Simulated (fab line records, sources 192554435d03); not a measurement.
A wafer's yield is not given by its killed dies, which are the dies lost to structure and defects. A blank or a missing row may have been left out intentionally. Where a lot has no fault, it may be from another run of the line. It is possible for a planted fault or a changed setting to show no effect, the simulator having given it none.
A lot that was struck, set against a sound lot | flow n5_finfet | 17 steps out of a route of 1938
Sound: these wafers, L359.1, L359.2, L359.4. Struck: wafers L373.3, L373.4, L373.5. The cause is named last.
At each step with rows: each side's tool, then ch and its chambers, then its first start. Under that, the readings that differ: sound wafers | struck wafers | difference of the means | sigmas: that difference in standard deviations of wafers without a fault.
alike: readings whose means differ by less than 2 such deviations, and words and numbers that are the same on both sides. not compared: withheld readings, readings that some wafer has no value for, bounds like >300 that may hide the same value, and numbers for which the record gives no deviation and whose values overlap.
A row with sigmas, a row that says differs or no value, or rows on one side alone: a step with any of these is where the two part. Non-overlapping numbers with no deviation appear without sigmas and do not part them. Lack of a reading on every wafer of one side parts them only where that side has two or more wafers.

first, 11 steps without rows for these wafers: N5_MOL_CONTACT_COAG_VIA_ETCH_117 (etches SiO2 in C4F6/O2, target depth 40 nm, overetch 8 nm, time 26 s); N5_MOL_CONTACT_COAG_ETCH_124 (etches SiNx in CH3F/O2, stops on SiOC, target depth 6.5 nm); N5_MOL_CONTACT_COAG_ETCH_48 (etches SiOC in C4F6/O2, target depth 15 nm, overetch 4.5 nm, time 17 s); N5_MOL_CONTACT_COAG_STRIP_72 (strips in N2/H2); N5_MOL_CONTACT_COAG_STRIP_49 (strips in N2/H2, time 30 s); N5_MOL_CONTACT_COAG_PRECLEAN_138 (cleans in alkaline clean, time 60 s); N5_MOL_CONTACT_COAG_SRD_139 (time 30 s); N5_MOL_CONTACT_COAG_PRE_CLEAN_121; N5_MOL_CONTACT_COAG_CVD_140 (deposits W, target thk 66.5 nm, time 215 s); N5_MOL_CONTACT_COAG_PRECLEAN_127 (cleans in DIW, time 57.5 s); N5_MOL_CONTACT_COAG_SRD_128 (dry time 32 s).
N5_MOL_CONTACT_COAG_CMP_52: polishes, stops on SiO2, t overpolish 1.5 s, target thk 66.5 nm.
  sound on cmp-02 ch 1,2,3, day 7 03:11; struck on cmp-02 ch 1,2,3, day 10 11:59
  no value came back on the struck wafers for any of 6 readings (edge_zone_pressure_frac, head_pressure_psi (psi) and others); on the sound wafers edge_zone_pressure_frac reads 1.003 1.006 0.995
  not compared: model.W_of_MOL_CONTACT_COAG_CVD_140.thk_nm
N5_MOL_CONTACT_COAG_THK_MEAS_53:
  sound on film_metro-01 at day 7 03:28; struck on film_metro-02 at day 10 12:13
  reading          | sound          | struck | difference                    | sigmas
  VIA_MOL_THK (nm) | 43.3 43.2 43.6 | - - -  | no value on the struck wafers |
then, 1 step without rows for these wafers: N5_MOL_CONTACT_COAG_ANNEAL_112 (time 1800 s).
N5_MOL_CONTACT_COAG_INSPECT_97: inspects for defects (darkfield).
  sound on defect_inspect-02 at day 7 06:31; struck on defect_inspect-02 at day 10 16:23
  reading          | sound    | struck         | difference | sigmas
  raw_defect_count | 21 20 44 | 1341 1303 1298 | +1286      | +80
N5_BEOL_M4_RC_MEAS_101:
  the record has rows for the sound wafers here (prober-01 ch 0, day 9 10:06) and none for the struck ones
-- record jumps: 6 days separate the struck wafers' starts on either side; left off in module BEOL_M4, taken up again in module PASSIVATION, whose first shown step is the route's number 1936 --
N5_PASSIVATION_PROBE_49:
  record: rows for the struck wafers here (prober-01, day 17 02:46), none for the sound ones

## WHERE THEY PART
Earliest at N5_MOL_CONTACT_COAG_CMP_52; latest, in this record, at N5_PASSIVATION_PROBE_49.

WHY: whatever the simulator had introduced
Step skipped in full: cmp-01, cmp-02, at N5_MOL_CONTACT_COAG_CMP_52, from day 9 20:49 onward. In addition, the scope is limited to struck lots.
